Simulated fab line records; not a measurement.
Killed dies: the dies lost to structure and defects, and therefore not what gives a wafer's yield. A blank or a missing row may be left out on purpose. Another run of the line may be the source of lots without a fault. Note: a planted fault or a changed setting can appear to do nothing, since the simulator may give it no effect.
Struck lot and sound lot, side by side ; flow nand_harc ; 13 out of 1302 route steps
Sound: wafers L936.1, L936.3, L936.4. Struck: wafers L944.1, L944.5, L944.6. Last of all comes the cause.
For every step that has rows: the tool of each side, followed by ch and its chambers, followed by its first start. Under that, the readings that differ: sound wafers ; struck wafers ; difference of the means ; sigmas: that difference in standard deviations of wafers without a fault.
alike: a reading whose means differ by less than 2 such deviations, as well as words and numbers matching on both sides. not compared: withheld readings; readings where some wafer has no value; bounds like >300 that might hide an equal value; numbers whose values overlap and for which the record gives no deviation.
A row with sigmas, a row that says differs or no value, or rows on one side alone: a step with any of these is where the two part. Numbers that don't overlap but have no deviation are shown without sigmas and don't part them. A reading missing from all wafers of one side parts the sides only when that side holds two or more wafers.

NHARC_P_M2_DEGAS_29: time 60 s.
  sound on pvd_sputter-02 at day 7 06:28; struck on pvd_sputter-02 at day 10 11:37
  alike: heater_power_w
NHARC_P_M2_PRE_CLEAN_30: time 30 s.
  sound on pvd_sputter-02; struck on pvd_sputter-02
  alike: heater_power_w
NHARC_P_M2_PVD_20: deposits TaN, target thk 5 nm, time 8.06 s.
  sound on pvd_sputter-02; struck on pvd_sputter-02
  alike: throttle_valve_pct
then, 3 steps without rows for these wafers: NHARC_P_M2_PVD_21 (deposits Cu, target thk 30 nm, time 20.49 s); NHARC_P_M2_ECD_22 (material Cu, target thk 400 nm); NHARC_P_M2_ANNEAL_31 (time 90 s).
NHARC_P_M2_CMP_23: polishes, t overpolish 20 s, target thk 144.3 nm.
  sound on cmp-01 ch 0,2,3, day 7 07:34; struck on cmp-04 ch 0,1,3, day 10 13:13
reading;sound;struck;difference;sigmas
time_to_endpoint_s (s);25 23 30;29 37 36;+8;+2
  alike: motor_current_A
NHARC_P_M2_THK_MEAS_24: measures by xrf.
  sound on film_metro-01 at day 7 07:53; struck on film_metro-02 at day 10 13:27
  alike: thk_nm
after that, 1 step had no rows for these wafers: NHARC_P_M2_SRD_25.
NHARC_P_M2_INSPECT_27:
  sound on defect_inspect-02 at day 7 08:04; struck on defect_inspect-01 at day 10 13:37
  alike: raw_defect_count
NHARC_P_M2_PRE_CLEAN_32: time 12 s.
  sound on pecvd-02 ch 0,1, day 7 08:08; struck on pecvd-03 ch 0,1,2, day 10 13:51
  alike: heater_power_w
NHARC_P_M2_DEP_33: deposits SiCN, target thk 30 nm.
  sound on pecvd-02 ch 0,1, day 7 08:13; struck on pecvd-03 ch 0,1,2, day 10 13:56
  no value came back on the struck wafers for chamber_pressure_Torr (Torr), heater_power_outer_w (W), heater_power_w (W); on the sound wafers chamber_pressure_Torr (Torr) reads 3.005 2.999 3.000
then, 1 step without rows for these wafers: NHARC_P_BONDPAD_DEP_00 (deposits SiCN, target thk 250 nm).

WHERE THEY PART
Earliest at NHARC_P_M2_CMP_23; latest, in this record, at NHARC_P_M2_DEP_33.

WHY: whatever the simulator had introduced
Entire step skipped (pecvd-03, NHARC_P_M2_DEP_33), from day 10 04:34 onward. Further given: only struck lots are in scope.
